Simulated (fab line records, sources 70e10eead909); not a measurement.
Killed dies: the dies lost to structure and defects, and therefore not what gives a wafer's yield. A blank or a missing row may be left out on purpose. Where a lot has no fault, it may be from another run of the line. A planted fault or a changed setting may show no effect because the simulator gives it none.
Chamber matching || flow nand-harc || cmp-03 running NHARC_A_BLC_CMP_25: 4 sister chambers
The step polishes, t overpolish 30 s, target thk 150 nm. 4 wafers are shown with their chamber, then 7 later ones without.

## EACH WAFER AND ITS CHAMBER
{"wafer": "L263.1", "chamber": 0, "motor-current-A (A)": 12.1}
{"wafer": "L264.6", "chamber": 2, "motor-current-A (A)": 15.9}
{"wafer": "L267.1", "chamber": 1, "motor-current-A (A)": 10.9}
{"wafer": "L267.4", "chamber": 3, "motor-current-A (A)": 11.9}

## WAFERS MISSING THEIR CHAMBER
{"wafer": "L267.5", "motor-current-A (A)": 11.9}
{"wafer": "L277.1", "motor-current-A (A)": 14.7}
{"wafer": "L277.4", "motor-current-A (A)": 10.8}
{"wafer": "L277.6", "motor-current-A (A)": 14.9}
{"wafer": "L278.2", "motor-current-A (A)": 12.5}
{"wafer": "L278.3", "motor-current-A (A)": 11.9}
{"wafer": "L278.5", "motor-current-A (A)": 12.0}

## WHICH CHAMBER EACH WENT THROUGH
{"wafer": "L267.5", "from the rows above": "can't be placed: 3 or 0 or 1", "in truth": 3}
{"wafer": "L277.1", "from the rows above": 2, "in truth": 2}
{"wafer": "L277.4", "from the rows above": "can't be placed: 1 or 3 or 0", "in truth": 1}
{"wafer": "L277.6", "from the rows above": 2, "in truth": 2}
{"wafer": "L278.2", "from the rows above": "can't be placed: 0 or 3 or 1", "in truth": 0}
{"wafer": "L278.3", "from the rows above": "can't be placed: 3 or 0 or 1", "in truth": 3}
{"wafer": "L278.5", "from the rows above": "can't be placed: 0 or 3 or 1", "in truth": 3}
Correct placement for 2 of the 7. Can't be placed from these rows: 5 (the true chamber is among the candidates in 5). 0 placed wrongly.
How it was worked out, from the rows above alone: a wafer's distance from a chamber is the root of the sum, over the readings, of the square of ((its reading less the chamber's mean) divided by the reading's scatter). If the next closest chamber is less than 2 further off than the closest, the wafer can't be placed; otherwise it belongs to the closest. For every chamber, the mean is computed from those of its wafers that are shown. The scatter (one wafer shown for each chamber): square how far every hidden wafer sits from the nearest shown wafer, average those squares and take the square root.
